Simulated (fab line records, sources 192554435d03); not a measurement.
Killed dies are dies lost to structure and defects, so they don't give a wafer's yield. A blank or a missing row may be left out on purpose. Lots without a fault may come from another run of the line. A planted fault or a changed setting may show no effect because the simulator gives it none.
Split-lot experiment | flow n5_finfet | 7 lots, 21 wafers read, on a route of 1938 steps

THE SPLIT
At N5_BEOL_M2_COAT_22 (resist thk 30 nm), the setting spin_rpm was moved away from the recipe's 1500 rpm on 10 of the 21 wafers read, by -7.9% to +6.9%. The other wafers ran this setting at the recipe's value.

FROM THE SPLIT TO THE READING: what the file shows between them, 2 steps
- N5_BEOL_M2_EBR_24
- N5_BEOL_M2_SOFTBAKE_23: time 60 s

THE READING
CAR-EUV_of_BEOL_M2_COAT_22.thk_nm (the simulator's own value, which no gauge read), in nm, at N5_BEOL_M2_DESCUM_33 (chemistry O2, time 7 s). The file gives no usual value for it. The 11 wafers here that ran the recipe average 26.0 nm, standard deviation 0.077 nm.

wafer  | tool, chamber at the split | spin_rpm as run, rpm | against the recipe | CAR-EUV_of_BEOL_M2_COAT_22.thk_nm, nm | against lot-mates on the recipe
L077.1 | litho_track-03, 0          | 1500                 | recipe             | 26                                    | -
L077.3 | litho_track-03, 0          | 1500                 | recipe             | 26                                    | -
L077.4 | litho_track-03, 0          | 1449                 | -3.4%              | 26.6                                  | +0.6
L080.1 | litho_track-01, 0          | 1405                 | -6.3%              | 27.2                                  | +1.0
L080.4 | litho_track-01, 0          | 1405                 | -6.3%              | 27.2                                  | +1.0
L080.3 | litho_track-01, 0          | 1500                 | recipe             | 26.2                                  | -
L082.1 | litho_track-03, 0          | 1412                 | -5.9%              | 27                                    | +1.0
L082.6 | litho_track-03, 0          | 1412                 | -5.9%              | 27                                    | +1.0
L082.4 | litho_track-03, 0          | 1500                 | recipe             | 26                                    | -
L086.2 | litho_track-03, 0          | 1382                 | -7.9%              | 27.2                                  | +1.2
L086.4 | litho_track-03, 0          | 1382                 | -7.9%              | 27.4                                  | +1.4
L086.6 | litho_track-03, 0          | 1500                 | recipe             | 26                                    | -
L091.1 | litho_track-01, 0          | 1500                 | recipe             | 26                                    | -
L091.3 | litho_track-01, 0          | 1500                 | recipe             | 26                                    | -
L091.2 | litho_track-01, 0          | 1500                 | recipe             | 26.2                                  | -
L094.3 | litho_track-03, 0          | 1603                 | +6.9%              | 25                                    | -1.0
L094.5 | litho_track-03, 0          | 1603                 | +6.9%              | 25                                    | -1.0
L094.6 | litho_track-03, 0          | 1500                 | recipe             | 26                                    | -
L095.2 | litho_track-03, 0          | 1568                 | +4.5%              | 25.4                                  | -0.6
L095.3 | litho_track-03, 0          | 1500                 | recipe             | 26                                    | -
L095.6 | litho_track-03, 0          | 1500                 | recipe             | 26                                    | -

THE FIT
A straight line over all 21 wafers: CAR-EUV_of_BEOL_M2_COAT_22.thk_nm changes by -0.161 nm for each +1% of spin_rpm; r = -0.99; the points scatter about the line by 0.083 nm.
The same after taking each lot's own level away (the mean of its wafers on the recipe; 21 wafers): -0.157 nm for each +1%; r = -1.00; scatter 0.064 nm.
On that fit, the largest move of spin_rpm shifts the reading by 1.2 nm.
The lots' own levels span 26.00 to 26.20 nm, that is 2.6 times the standard deviation above.
So the lot-to-lot level changes the slope little: the two slopes agree.
Check: with one of the wafers moved furthest among these (-7.9%) left out of the fit, the line predicts +1.28 nm for it against its lot-mates. It came out at +1.2 nm against them.

OTHER SPLITS ON THESE WAFERS
These wafers also went through other splits before the reading. Each is held against what the fit with the lots' levels taken away leaves over:
other split on the same wafers               | wafers away from the commonest value | r with CAR-EUV_of_BEOL_M2_COAT_22.thk_nm (lot level and that fit taken away)
N5_HKMG_FIN_COAT_06 spin_rpm                 | 7                                    | +0.04
N5_GATE_CUT_ALD_22 ald_cycles                | 6                                    | -0.06
N5_MOL_CONTACT_COAG_CONTACT_ETCH_14 source_w | 8                                    | +0.01
N5_BEOL_M0_SAQP_DESCUM_19 time_s             | 8                                    | -0.14
N5_BEOL_M0_CUTY_COAT_50 spin_rpm             | 7                                    | +0.10
N5_BEOL_M2_COAT_67 spin_rpm                  | 8                                    | -0.23

THE WHOLE CHAIN: every reading that the file lists as answering this split, in the file's order
step                 | what it does           | reading                                                                            | change (the file's fit)               | r (the file's)
N5_BEOL_M2_COAT_22   | resist thk 30 nm       | CAR-EUV_of_BEOL_M2_COAT_22.thk_nm (the simulator's own value, which no gauge read) | -0.155 nm for each +1% of the setting | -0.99
N5_BEOL_M2_DESCUM_33 | chemistry O2, time 7 s | CAR-EUV_of_BEOL_M2_COAT_22.thk_nm (the simulator's own value, which no gauge read) | -0.158 nm for each +1% of the setting | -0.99

THE FILE'S OWN FIT
CAR-EUV_of_BEOL_M2_COAT_22.thk_nm changes by -0.158 nm for each +1% of spin_rpm, r = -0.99.
